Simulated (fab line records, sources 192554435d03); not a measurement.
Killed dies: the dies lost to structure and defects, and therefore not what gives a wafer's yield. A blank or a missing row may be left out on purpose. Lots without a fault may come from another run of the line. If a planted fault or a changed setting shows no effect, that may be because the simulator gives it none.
Split-lot trial -- flow n5-finfet -- 7 lots, 21 wafers read, on a route of 1938 steps

ABOUT THE SPLIT
At N5_BEOL_M1_TRENCH_ETCH_37 (etches SiOC in C4F6/O2, target depth 55.207 nm, time 29 s), the setting source-w was moved away from the recipe's 355 W on 8 of the 21 wafers read, by -15.0% to +17.4%. The other wafers ran this setting at the recipe's value.

FROM THE SPLIT TO THE READING: what the file shows between them, 2 steps
- N5_BEOL_M1_ETCH_41: etches SiCN in CH3F/O2, target depth 31.9 nm, time 57.8 s
- N5_BEOL_M1_STRIP_97: strips in N2/H2, time 10 s

THE READING
trench-depth-nm, in nm, at N5_BEOL_M1_OCD_MEAS_38. On this fab line, fault-free wafers typically give 55.0 nm with a standard deviation of 1 nm.

wafer,"tool, chamber at the split","source-w as run, W",against the recipe,"trench-depth-nm, nm",against lot-mates on the recipe
L074.1,"rie-diel-02, 3",355,recipe,55.9,-
L074.2,"rie-diel-02, 0",315.7,-11.1%,52.6,-1.8
L074.4,"rie-diel-02, 2",355,recipe,52.9,-
L075.4,"rie-diel-03, 1",355,recipe,53.8,-
L075.5,"rie-diel-03, 0",355,recipe,53.2,-
L075.6,"rie-diel-03, 3",355,recipe,54.2,-
L078.1,"rie-diel-02, 0",355,recipe,55.2,-
L078.3,"rie-diel-02, 2",355,recipe,53.6,-
L078.6,"rie-diel-02, 2",301.8,-15.0%,50.6,-3.8
L081.3,"rie-diel-03, 1",334.8,-5.7%,53.9,-1.1
L081.4,"rie-diel-03, 2",355,recipe,55.0,-
L081.5,"rie-diel-03, 3",334.8,-5.7%,54.0,-1.0
L089.2,"rie-diel-01, 2",309.6,-12.8%,51.5,-2.6
L089.5,"rie-diel-01, 2",309.6,-12.8%,50.7,-3.4
L089.6,"rie-diel-01, 3",355,recipe,54.1,-
L090.1,"rie-diel-03, 0",355,recipe,54.1,-
L090.2,"rie-diel-03, 3",355,recipe,55.4,-
L090.4,"rie-diel-03, 2",375,+5.6%,56.7,+2.0
L091.1,"rie-diel-02, 1",416.6,+17.4%,57.8,+3.0
L091.3,"rie-diel-02, 0",355,recipe,55.6,-
L091.5,"rie-diel-02, 2",355,recipe,54.0,-

THE FIT
A straight line over all 21 wafers: trench-depth-nm changes by +0.225 nm for each +1% of source-w; r = +0.88; the points scatter about the line by 0.88 nm.
The same after taking each lot's own level away (the mean of its wafers on the recipe; 21 wafers): +0.213 nm for each +1%; r = +0.90; scatter 0.75 nm.
According to that fit, moving source-w by its largest amount changes the reading by 3.7 nm.
Across the lots, their own levels run from 53.73 to 55.00 nm, a range of 1.3 times the standard deviation given above.
Consequently the slope shifts little with the lot-to-lot level, the two slopes agreeing.
Check: for one of the wafers moved furthest among these (+17.4%), held out of the fit, the line's prediction against its lot-mates is +4.18 nm. It came out at +3 nm against them.

OTHER SPLITS ON THESE WAFERS
These wafers also went through other splits before the reading. Each is held against what the fit with the lots' levels taken away leaves over:
other split on the same wafers,wafers away from the commonest value,r with trench-depth-nm (lot level and that fit taken away)
N5_BEOL_M0_SAQP_PECVD_04 time-s,9,+0.12
N5_BEOL_M0_SAQP_COAT_82 spin-rpm,7,+0.03
N5_BEOL_M0_SAQP_SPACER1_ALD_98 temp-c,7,-0.01
N5_BEOL_M0_SAQP_ETCH_106 target-depth-a,6,-0.07
N5_BEOL_M1_HM_DEP_02 target-thk-a,4,-0.19
N5_BEOL_M1_VIA_ETCH_34 bias-w,6,-0.07

THE WHOLE CHAIN: every reading that the file lists as answering this split, in the file's order
step,what it does,reading,change (the file's fit),r (the file's)
N5_BEOL_M1_TRENCH_ETCH_37,"etches SiOC in C4F6/O2, target depth 55.207 nm, time 29 s","BEOL_M1.feature-depth-nm (the simulator's own value, which no gauge read)",+0.22 nm for each +1% of the setting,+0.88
N5_BEOL_M1_TRENCH_ETCH_37,"etches SiOC in C4F6/O2, target depth 55.207 nm, time 29 s","etch.depth-nm (the simulator's own value, which no gauge read)",+0.22 nm for each +1% of the setting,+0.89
N5_BEOL_M1_OCD_MEAS_38,,trench-depth-nm,+0.211 nm for each +1% of the setting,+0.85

FILE'S OWN FIT
trench-depth-nm changes by +0.211 nm for each +1% of source-w, r = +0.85.
